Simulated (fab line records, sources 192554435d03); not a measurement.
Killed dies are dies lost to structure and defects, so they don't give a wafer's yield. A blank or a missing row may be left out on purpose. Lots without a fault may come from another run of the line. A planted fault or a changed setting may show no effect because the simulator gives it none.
fab line records | flow n5_finfet
record lots=8 wafers=24 last_day=16
route steps=1938 shown BEOL_M4@1111 BEOL_M12@1643 PASSIVATION@1936
lots that met no fault: from a run of the same line without faults
start_h: hours from the record's first day to the start of the lot's first wafer shown | wait_h: hours since the lot's step before | " the same as in the row above | L1.1+2: a row that stands for several wafers | - no value, or no start given | * or withheld: withheld | < > ~ a bound
route shown NAME@n: a module of which the file shows steps, and the number in the route of the first | usual: mean/standard deviation of fault-free wafers | same: alike in all rows | chamber/n: place in a boat | sites: the reading at each site | _std_site: their standard deviation | _edge_site: outer sites' mean less inner sites' | radius_mm: how far each site lies from the wafer's centre | mask NAME#n: copy n | behind: the tool/chamber that last shaped the wafer | hold: why the lot was held/for how many hours/how that ended | device: the transistor (n, p or np) that didn't switch | end of line: the same wafers' tests at the end of the route | a step without rows: its recipe alone | killed: dies lost to structure and defects at the first sort, not the wafer's yield | map: a wafer's dies, x killed, . not, _ none there
set.NAME: the setting as run; set.NAME@STEP: as run at that earlier step | model.NAME: the simulator's own value behind a step, which no gauge read
steps of the route over a sample of lots; a table a step, a row a wafer
services: from which hour (start_h, from the record's first day; less than 0 if before it) a tool's chamber was out of use, for how many hours, and why
## steps
# step N5_BEOL_M4_RC_MEAS_101
# usual DIBL_N=36.4/1.3 DIBL_P=36.5/1.7 IOFF_N=0.154/0.022 IOFF_P=0.202/0.025 ION_N=671/9.8 ION_P=460/6.8 SS_N=71.6/0.54 SS_P=73.4/0.58 VT_N=250.9/2.8 VT_P=-251.4/2.7
# columns lot.wafer tool chamber start_h wait_h DIBL_N[mV/V] DIBL_P[mV/V] IOFF_N[nA/um] IOFF_P[nA/um] ION_N[uA/um] ION_P[uA/um] SS_N[mV/dec] SS_P[mV/dec] VT_N[mV] VT_P[mV]
L598.2 prober-02 0 194.46 0.2 36.6 37.2 0.147 0.204 679 463 72.0 73.4 249.0 -249.7
L598.4 " 0 " " 36.0 36.3 0.145 0.201 694 469 71.6 72.9 250.9 -250.8
L598.5 " 0 " " 35.3 35.5 0.134 0.183 665 460 71.7 73.3 251.9 -252.3
L601.1 prober-02 0 222.66 0.0 36.6 37.3 0.159 0.232 669 466 71.8 74.1 250.7 -248.4
L601.4 " 0 " " 35.6 35.2 0.135 0.194 664 461 71.9 73.4 253.0 -250.1
L601.5 " 0 " " 35.2 35.7 0.135 0.200 669 471 70.7 73.5 251.4 -249.6
L606.1 prober-02 0 230.72 0.0 36.2 36.7 0.164 0.205 681 464 71.7 72.6 250.9 -250.8
L606.3 " 0 " " 35.1 35.4 0.143 0.187 671 459 71.8 72.5 252.5 -251.6
L606.5 " 0 " " 34.2 33.9 0.132 0.176 671 458 71.3 72.5 251.3 -253.4
L608.1 prober-01 0 261.24 0.0 37.2 35.4 0.176 0.210 665 452 72.6 73.9 250.9 -251.1
L608.2 " 0 " " 35.0 34.6 0.140 0.197 667 457 72.0 73.3 252.5 -249.8
L608.5 " 0 " " 36.2 35.3 0.156 0.205 663 456 71.8 73.6 250.5 -248.8
L609.3 prober-01 0 265.63 0.3 33.6 33.9 0.125 0.181 662 457 70.7 72.4 255.2 -250.4
L609.5 " 0 " " 34.6 35.4 0.136 0.197 671 463 71.0 73.3 252.1 -249.0
L609.6 " 0 " " 35.3 36.2 0.144 0.205 667 457 71.8 73.4 253.1 -250.7
L610.2 prober-01 0 268.42 0.2 34.8 34.5 0.125 0.172 655 449 71.9 72.9 256.1 -255.7
L610.4 " 0 " " 35.5 35.5 0.136 0.194 660 458 71.4 73.9 254.0 -254.8
L610.5 " 0 " " 36.8 36.3 0.145 0.209 659 458 71.2 73.0 250.3 -253.4
L611.2 prober-02 0 270.59 0.2 38.0 37.3 0.181 0.232 661 451 72.6 73.1 249.9 -248.6
L611.3 " 0 " " 37.6 37.1 0.163 0.225 672 461 72.0 73.5 252.3 -251.1
L611.5 " 0 " " 37.0 36.4 0.157 0.221 671 463 71.7 73.4 250.5 -250.3
L613.2 prober-01 0 295.86 0.2 37.1 35.6 0.163 0.198 661 449 71.9 73.7 250.8 -252.9
L613.3 " 0 " " 37.6 37.3 0.188 0.241 676 463 71.9 74.4 244.2 -245.9
L613.5 " 0 " " 37.2 37.7 0.193 0.248 687 469 71.4 73.6 246.1 -245.7
# step N5_BEOL_M12_ETCH_38
# recipe chemistry=CF4/N2 target=SiCN target_depth_a=687 taper_deg=2 time_s=73.4 ion_energy_ev=150 mask_material=SiO2 pressure_mtorr=40 source_w=430 bias_w=70 Ar_flow_sccm=100 cf4_flow_sccm=60 n2_flow_sccm=60
# usual drypump_motor_current_A=5.8/0.42 oes_product_au=0.81/0.093 rf_vpp_V=381.5/2.1 showerhead_plenum_p_Torr=2.18/0.077 throttle_valve_pct=15.48/0.28
# columns lot.wafer tool chamber start_h wait_h drypump_motor_current_A oes_product_au rf_hours_counter_h rf_vpp_V showerhead_plenum_p_Torr throttle_valve_pct
L598.2 rie_diel-05 2 273.05 - 6.2 0.87 42 384.2 2.24 15.43
L598.4 " 1 " " 5.1 0.87 - 380.4 2.15 15.22
L598.5 " 0 " " 5.6 0.81 - 382.1 2.14 15.31
L601.1 rie_diel-05 3 291.36 - 5.7 0.98 3 382.0 2.17 15.14
L601.4 " 2 " " 6.2 0.85 51 383.4 2.24 15.45
L601.5 " 2 " " 6.3 0.84 - 385.1 2.24 15.45
L606.1 rie_diel-05 0 291.94 - 5.6 0.81 99 380.1 2.13 15.35
L606.3 " 1 " " 5.1 0.85 67 381.0 2.15 15.26
L606.5 " 2 " " 6.2 0.85 - 383.1 2.24 15.46
L609.3 rie_diel-02 2 326.64 - 6.2 0.70 237 383.1 2.26 15.97
L609.5 " 0 " " 5.9 0.97 - 385.8 2.34 15.17
L609.6 " 2 " " 6.2 0.72 - 382.3 2.26 15.97
L608.1 rie_diel-05 2 333.74 - 6.2 0.83 65 382.3 2.24 15.47
L608.2 " 1 " " 5.1 0.85 81 380.3 2.14 15.28
L608.5 " 1 " " 5.1 0.85 - 381.3 2.14 15.29
L611.2 rie_diel-02 0 340.75 - 5.9 0.93 10 385.0 2.34 15.20
L611.3 " 2 " " 6.2 0.70 243 383.3 2.26 15.99
L611.5 " 0 " " 5.8 0.93 - 384.3 2.34 15.20
L610.2 rie_diel-02 1 340.86 - 5.0 0.68 246 379.5 2.09 15.59
L610.4 " 0 " " 5.9 0.94 - 385.8 2.34 15.18
L610.5 " 2 " " 6.2 0.70 - 384.3 2.26 15.98
L613.2 rie_diel-06 0 362.14 - 5.8 0.83 84 380.7 2.14 15.41
L613.3 " 2 " " 5.9 0.84 79 380.1 2.14 15.11
L613.5 " 0 " " 5.8 0.84 - 380.7 2.14 15.42
# step N5_BEOL_M12_DEGAS_41
# recipe ambient=vacuum temp_c=250 time_s=60
# usual heater_power_w=335/35
# columns lot.wafer tool chamber start_h wait_h heater_power_w
L598.2 pvd_sputter-02 - 275.46 2.2 357
L598.4 " - " " 312
L598.5 " - " " 368
L601.1 pvd_sputter-02 - 291.98 0.4 289
L601.4 " - " " 296
L601.5 " - " " 289
L606.1 pvd_sputter-02 - 292.42 0.3 368
L606.3 " - " " 291
L606.5 " - " " 295
L609.3 pvd_sputter-03 - 326.85 0.0 274
L609.5 " - " " 360
L609.6 " - " " 339
L608.1 pvd_sputter-02 - 334.18 0.2 283
L608.2 " - " " 317
L608.5 " - " " 319
L611.2 pvd_sputter-01 - 341.12 0.2 398
L611.3 " - " " 342
L611.5 " - " " 393
L610.2 pvd_sputter-02 - 341.15 0.1 298
L610.4 " - " " 378
L610.5 " - " " 313
L613.2 pvd_sputter-01 - 362.65 0.3 396
L613.3 " - " " 314
L613.5 " - " " 401
# step N5_BEOL_M12_CMP_49
# recipe stop_on=SiOC t_overpolish_s=20.6 down_force_psi=1 platen_rpm=50 clearing_platen_down_force_psi=1.5 clearing_platen_rpm=50 post_cmp_clean=cu_alkaline target_thk_nm=320 clearing_platen_pad_velocity_m_s=0.99484 pad_velocity_m_s=0.99484
# usual barrier_field_endpoint_s=30.1/0.56 clearing_platen_down_force_psi=1.4998/0.0027 motor_current_A=6.3/0.44 overpolish_run_s=20.599/0.0084 slurry_filter_dp_kPa=13.46/0.13 t_overpolish_s=20.6/0
# columns lot.wafer tool chamber start_h wait_h barrier_field_endpoint_s clearing_platen_down_force_psi motor_current_A overpolish_run_s slurry_filter_dp_kPa t_overpolish_s
L598.4 cmp-04 3 276.41 0.2 29.7 1.4974 6.4 20.595 13.29 20.6
L598.2 " 0 " " 29.2 1.5003 6.2 20.599 13.56 20.6
L598.5 " 2 " " 29.1 1.4968 5.7 20.606 13.28 20.6
L601.1 cmp-04 1 292.79 0.3 - - - - - -
L601.4 " 3 " " - - - - - -
L601.5 " 1 " " - - - - - -
L606.3 cmp-04 1 293.21 0.2 - - - - - -
L606.1 " 0 " " - - - - - -
L606.5 " 2 " " - - - - - -
L609.3 cmp-04 3 327.68 0.2 30.2 1.4975 6.5 20.586 13.46 20.6
L609.5 " 2 " " 29.4 1.4973 6.0 20.606 13.46 20.6
L609.6 " 3 " " 29.7 1.5009 6.1 20.599 13.50 20.6
L608.2 cmp-04 1 335.02 0.2 30.9 1.5022 6.2 20.609 13.72 20.6
L608.1 " 3 " " 30.9 1.5037 6.4 20.587 13.67 20.6
L608.5 " 1 " " 29.7 1.4975 6.0 20.591 13.27 20.6
L611.3 cmp-03 2 342.05 0.2 29.6 1.4998 6.5 20.592 13.51 20.6
L611.2 " 0 " " 29.7 1.4960 5.7 20.607 13.44 20.6
L611.5 " 2 " " 29.4 1.4977 6.1 20.602 13.58 20.6
L610.2 cmp-04 1 342.40 0.3 29.3 1.5048 6.1 20.609 13.47 20.6
L610.4 " 2 " " 29.7 1.4960 5.5 20.602 13.58 20.6
L610.5 " 0 " " 29.7 1.5024 6.0 20.614 13.37 20.6
L613.2 cmp-04 1 363.45 0.2 30.5 1.5038 6.4 20.604 13.38 20.6
L613.3 " 2 " " 29.9 1.4990 5.8 20.599 13.41 20.6
L613.5 " 1 " " 29.3 1.5008 6.5 20.582 13.44 20.6
# step N5_BEOL_M12_THK_MEAS_50
# recipe thk_meas_gauge=xrf reads=Cu_of_BEOL_M12_ECD_47
# usual M12_THK=317/5.3
# columns lot.wafer tool chamber start_h wait_h M12_THK[nm]
L598.2 film_metro-02 - 276.63 - 319
L598.4 " - " " 323
L598.5 " - " " 320
L601.1 film_metro-02 - 293.08 0.3 702
L601.4 " - " " 715
L601.5 " - " " 705
L606.1 film_metro-01 - 293.51 0.1 710
L606.3 " - " " 719
L606.5 " - " " 711
L609.3 film_metro-02 - 327.94 - 321
L609.5 " - " " 323
L609.6 " - " " 318
L608.1 film_metro-01 - 335.27 - 308
L608.2 " - " " 320
L608.5 " - " " 307
L611.2 film_metro-01 - 342.35 - 326
L611.3 " - " " 312
L611.5 " - " " 309
L610.2 film_metro-02 - 342.62 - 320
L610.4 " - " " 321
L610.5 " - " " 320
L613.2 film_metro-01 - 363.74 - 316
L613.3 " - " " 315
L613.5 " - " " 317
# step N5_BEOL_M12_DEP_53
# recipe material=SiCN target_thk_a=300 temp_c=withheld precursor=3MS/NH3 pressure_torr=3 rf_w=675 time_s=10.5
# usual chamber_pressure_Torr=3.001/0.0063 showerhead_plenum_p_Torr=4.159/0.014 throttle_valve_pct=18.5/0.99
# columns lot.wafer tool chamber start_h wait_h chamber_pressure_Torr showerhead_plenum_p_Torr throttle_valve_pct
L598.2 pecvd-01 0 276.70 0.0 2.992 4.151 20.0
L598.4 " 2 " " 2.998 4.161 17.4
L598.5 " 0 " " 2.996 4.154 20.0
L601.1 pecvd-02 2 293.14 0.0 3.004 4.175 17.3
L601.4 " 0 " " 3.003 4.177 18.5
L601.5 " 1 " " 3.000 4.146 17.4
L606.1 pecvd-02 2 293.57 0.0 3.003 4.159 17.4
L606.3 " 0 " " 3.005 4.167 18.4
L606.5 " 2 " " 2.997 4.163 17.4
L609.3 pecvd-02 1 328.00 0.0 3.002 4.147 17.4
L609.5 " 1 " " 3.005 4.152 17.2
L609.6 " 2 " " 3.008 4.173 17.3
L608.1 pecvd-01 2 335.33 0.0 3.003 4.157 17.8
L608.2 " 0 " " 3.001 4.155 20.3
L608.5 " 1 " " 3.001 4.144 19.2
L611.2 pecvd-01 0 342.41 0.0 3.001 4.162 20.4
L611.3 " 2 " " 3.006 4.165 18.1
L611.5 " 2 " " 3.002 4.166 17.9
L610.2 pecvd-04 2 342.68 0.0 3.011 4.180 17.2
L610.4 " 2 " " 3.006 4.179 17.2
L610.5 " 1 " " 2.998 4.134 18.6
L613.2 pecvd-01 1 363.80 0.0 3.006 4.149 19.0
L613.3 " 2 " " 2.995 4.168 17.9
L613.5 " 2 " " 3.005 4.168 17.8
# step N5_BEOL_M12_RS_MEAS_54
# recipe thk_meas_gauge=four-point-probe reads=Cu_of_BEOL_M12_ECD_47+Ta_of_BEOL_M12_SPUTTER_44+TaN_of_BEOL_M12_SPUTTER_43
# usual M12_RS=0.0606/0.001
# columns lot.wafer tool chamber start_h wait_h M12_RS[ohm/sq]
L598.2 film_metro-02 - 276.78 0.1 0.0605
L598.4 " - " " 0.0595
L598.5 " - " " 0.0601
L601.1 film_metro-02 - 293.21 0.0 0.0237
L601.4 " - " " 0.0233
L601.5 " - " " 0.0236
L606.1 film_metro-01 - 293.63 0.0 0.0236
L606.3 " - " " 0.0233
L606.5 " - " " 0.0237
L609.3 film_metro-02 - 328.07 0.0 0.0601
L609.5 " - " " 0.0595
L609.6 " - " " 0.0604
L608.1 film_metro-02 - 335.40 0.0 0.0624
L608.2 " - " " 0.0599
L608.5 " - " " 0.0627
L611.2 film_metro-02 - 342.47 0.0 0.0596
L611.3 " - " " 0.0626
L611.5 " - " " 0.0630
L610.2 film_metro-01 - 342.74 0.0 0.0600
L610.4 " - " " 0.0596
L610.5 " - " " 0.0600
L613.2 film_metro-01 - 363.87 0.0 0.0608
L613.3 " - " " 0.0608
L613.5 " - " " 0.0606
# step N5_PASSIVATION_PROBE_49
# usual defect_limited_yield=91.1/1.3 killed_at_M0_to_M3=34/10 killed_at_M4_up=14/5.7 killed_at_contacts=12/5.9 killed_at_front_end=41/12 killed_at_other=4/3.1 killed_dies=105/15 killed_on_rim=14/4.2 killed_open=69/11 killed_short=35/7.8 sort_bin_5_function=5.3/0.81 sort_bin_6_memory=3.3/0.75 sort_n_pass=1075/15 sort_yield_pct=91.1/1.3
# same gross_dies=1180 killed_at_back_side=0 sort_bin_4_leakage[%]=0 sort_bin_8_speed[%]=0
# columns lot.wafer tool chamber start_h wait_h defect_limited_yield[%] killed_at_M0_to_M3 killed_at_M4_up killed_at_contacts killed_at_front_end killed_at_other killed_dies killed_on_rim killed_open killed_short sort_bin_5_function[%] sort_bin_6_memory[%] sort_n_pass sort_yield_pct[%]
L601.1 prober-02 - 329.65 0.0 0 19 1055 30 75 1 1180 152 95 39 6.9 4.2 0 0
L601.4 prober-02 - 329.80 0.2 0 29 1084 8 54 5 1180 152 73 35 5.6 3.5 0 0
L601.5 prober-02 - 329.85 0.2 0 47 1029 18 83 3 1180 152 113 49 8.6 5.1 0 0
L606.1 prober-02 - 330.19 0.0 0 31 1079 6 55 9 1180 152 72 45 5.4 4.2 0 0
L606.3 prober-02 - 330.29 0.1 0 65 1035 6 68 6 1180 152 111 48 6.8 6.1 0 0
L606.5 prober-02 - 330.39 0.2 0 46 1060 7 65 2 1180 152 86 41 5.9 4.6 0 0
# killed by level:class
L601.1 BEOL_M12:area_cmp=1046 FIN_SAQP:geometric_particle:open=33 MOL_CONTACT_COAG:geometric_particle:open=27 FIN_SAQP:geometric_particle:short=21 STI_FIN_REVEAL:geometric_particle:open=6 BEOL_M3:geometric_particle:open=6 BEOL_M2:geometric_particle:open=4 DUMMY_GATE:geometric_particle:open=3
L601.4 BEOL_M12:area_cmp=1071 FIN_SAQP:geometric_particle:open=22 FIN_SAQP:geometric_particle:short=14 BEOL_M2:geometric_particle:open=11 BEOL_M3:geometric_particle:open=7 MOL_CONTACT_COAG:geometric_particle:open=6 BEOL_M4:geometric_particle:open=5 BEOL_M1:geometric_particle:open=4
L601.5 BEOL_M12:area_cmp=1018 FIN_SAQP:geometric_particle:open=35 MOL_CONTACT_COAG:geometric_particle:open=12 STI_FIN_REVEAL:geometric_particle:open=11 BEOL_M3:geometric_particle:open=11 BEOL_M2:geometric_particle:open=10 FIN_SAQP:geometric_particle:short=9 BEOL_M0_SAQP:geometric_particle:short=9
L606.1 BEOL_M12:area_cmp=1063 FIN_SAQP:geometric_particle:short=15 STI_FIN_REVEAL:geometric_particle:open=13 BEOL_M0_SAQP:geometric_particle:short=8 BEOL_M2:geometric_particle:open=8 FIN_SAQP:geometric_particle:open=6 BEOL_M3:geometric_particle:open=6 DUMMY_GATE:geometric_particle:open=5
L606.3 BEOL_M12:area_cmp=1021 BEOL_M0_SAQP:geometric_particle:open=17 FIN_SAQP:geometric_particle:short=15 STI_FIN_REVEAL:geometric_particle:open=15 BEOL_M0_SAQP:geometric_particle:short=13 FIN_SAQP:geometric_particle:open=11 DUMMY_GATE:geometric_particle:open=11 BEOL_M1:geometric_particle:open=11
L606.5 BEOL_M12:area_cmp=1052 STI_FIN_REVEAL:geometric_particle:open=25 FIN_SAQP:geometric_particle:short=10 BEOL_M0_SAQP:geometric_particle:open=8 BEOL_M0_SAQP:geometric_particle:short=8 BEOL_M1:geometric_particle:open=8 FIN_SAQP:geometric_particle:open=6 STARTING-WAFER:geometric_particle:open=6
## services
# columns tool chamber start_h hours kind
rie_diel-06 1 249.84 9.5 repair
cmp-03 - 250.58 1.7 repair
pecvd-02 - 256.26 0.7 repair
cmp-04 - 259.95 2.7 repair
rie_diel-05 3 260.62 - clean
rie_diel-05 3 260.62 - consumable_replace:focus_ring
rie_diel-05 3 260.62 24.3 scheduled_down
rie_diel-05 3 260.62 24.3 vent_cycle
cmp-04 - 269.19 4.0 pm
cmp-04 - 273.19 - consumable_replace:conditioner
cmp-04 - 273.19 - consumable_replace:pad
rie_diel-06 0 274.73 1.6 repair
pecvd-01 1 275.40 12.4 repair
rie_diel-06 0 276.83 7.2 repair
rie_diel-02 0 286.55 12.4 repair
cmp-04 - 295.33 1.3 repair
cmp-04 - 302.97 0.5 repair
cmp-03 - 306.34 17.7 pm
pecvd-01 0 310.41 16.1 repair
rie_diel-02 - 320.74 3.6 repair
rie_diel-02 2 328.81 3.2 repair
pecvd-01 1 347.21 5.5 scheduled_down
rie_diel-06 1 352.27 2.4 repair
rie_diel-02 1 362.03 1.3 repair
## key
first_sign step=N5_BEOL_M12_CMP_49 reading=tool_record direction=missing
effect step=N5_BEOL_M12_THK_MEAS_50 reading=M12_THK direction=up sigmas=74 usual=317 struck=710
effect step=N5_BEOL_M12_RS_MEAS_54 reading=M12_RS direction=down sigmas=36 usual=0.0606 struck=0.0235
effect step=N5_PASSIVATION_PROBE_49 reading=killed_at_M4_up direction=up sigmas=99+ usual=14 struck=1057
more_kills_born_at N5_BEOL_M12_CMP_49@cmp-04=6271
met_at N5_BEOL_M12_CMP_49
struck_lots L601,L606
later_rows_left_out L601.1,L601.4,L601.5,L606.1,L606.3,L606.5
not_acting_at N5_BEOL_M12_ETCH_38,N5_BEOL_M12_DEGAS_41,N5_BEOL_M12_DEP_53
onset_between 276.41 292.79
earlier_fault kind=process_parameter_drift tool=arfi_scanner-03 chamber=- onset_h=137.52 steps=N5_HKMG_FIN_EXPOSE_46 channel=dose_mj offset=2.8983 shape=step acts_in=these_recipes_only stated=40
fault kind=skipped_step_whole tool=cmp-04 chamber=- onset_h=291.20 steps=N5_BEOL_M12_CMP_49 scope=struck_lots_only
# later_rows_left_out: the simulator's readings of these wafers behind a module that went badly wrong aren't trusted and aren't shown, but for the sort
